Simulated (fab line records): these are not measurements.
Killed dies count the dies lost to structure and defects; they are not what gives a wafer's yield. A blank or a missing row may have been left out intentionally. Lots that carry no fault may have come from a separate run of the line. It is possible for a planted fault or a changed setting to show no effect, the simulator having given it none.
Matching of chambers | flow nand-harc | rie-diel-12 running NHARC_A_CHANNEL_HOLE_D1_ETCH_38: 4 sister chambers
The step etches the open film in CF4, target depth 39 nm, time 65 s. 16 wafers are shown with their chamber, then 8 later ones without.

EACH WAFER AND ITS CHAMBER
wafer  | chamber | drypump-motor-current-A (A) | rf-vpp-V (V) | throttle-valve-pct (%)
L080.2 | 0       | 6.5                         | 152.2        | 13.278
L080.3 | 1       | 5.2                         | 151.5        | 13.283
L080.5 | 2       | 5.7                         | 151.6        | 13.283
L082.3 | 2       | 5.7                         | 152.1        | 13.281
L082.5 | 3       | 6.0                         | 150.6        | 13.292
L082.6 | 2       | 5.7                         | 151.0        | 13.289
L083.2 | 2       | 5.7                         | 151.7        | 13.278
L083.3 | 1       | 5.1                         | 149.7        | 13.295
L083.4 | 3       | 6.0                         | 151.1        | 13.293
L086.4 | 3       | 6.0                         | 150.3        | 13.283
L086.5 | 0       | 6.5                         | 151.8        | 13.279
L086.6 | 1       | 5.2                         | 151.4        | 13.294
L089.1 | 0       | 6.5                         | 151.8        | 13.290
L089.2 | 1       | 5.1                         | 151.7        | 13.284
L089.4 | 3       | 6.1                         | 150.0        | 13.286
L090.2 | 2       | 5.7                         | 151.7        | 13.295

SIGNATURES, as means of the wafers listed above
reading                 | chamber 0 | chamber 1 | chamber 2 | chamber 3 | scatter within a chamber
drypump-motor-current-A | 6.500     | 5.150     | 5.700     | 6.025     | 0.0382
rf-vpp-V                | 151.933   | 151.075   | 151.620   | 150.500   | 0.575
throttle-valve-pct      | 13.28233  | 13.28900  | 13.28520  | 13.28850  | 0.00622
Rule: a wafer lies at a distance from a chamber equal to the root of the sum of squares, over the readings, of (its reading less the chamber's mean, divided by the reading's scatter). If the next closest chamber is less than 2 further off than the closest, the wafer can't be placed; otherwise it belongs to the closest. The scatter is the square root of a quotient: the sum, over the shown wafers, of each reading's squared deviation from its chamber's mean, divided by wafers minus chambers.

WAFERS WITH NO CHAMBER GIVEN
wafer  | drypump-motor-current-A (A) | rf-vpp-V (V) | throttle-valve-pct (%)
L090.4 | 6.1                         | 149.4        | 13.299
L090.6 | 6.5                         | 151.8        | 13.293
L092.3 | 5.1                         | 149.8        | 13.277
L092.5 | 6.5                         | 152.2        | 13.281
L092.6 | 6.0                         | 151.9        | 13.283
L094.2 | 5.1                         | 150.9        | 13.264
L094.3 | 6.5                         | 151.0        | 13.271
L094.5 | 6.5                         | 151.8        | 13.289

WHICH CHAMBER EACH ONE RAN IN
wafer  | from the rows above | in truth
L090.4 | 3                   | 3
L090.6 | 0                   | 0
L092.3 | 1                   | 1
L092.5 | 0                   | 0
L092.6 | 3                   | 3
L094.2 | 1                   | 1
L094.3 | 0                   | 0
L094.5 | 0                   | 0
Correct placement for 8 of the 8. Not placeable from these rows: 0. Wrongly placed: 0.
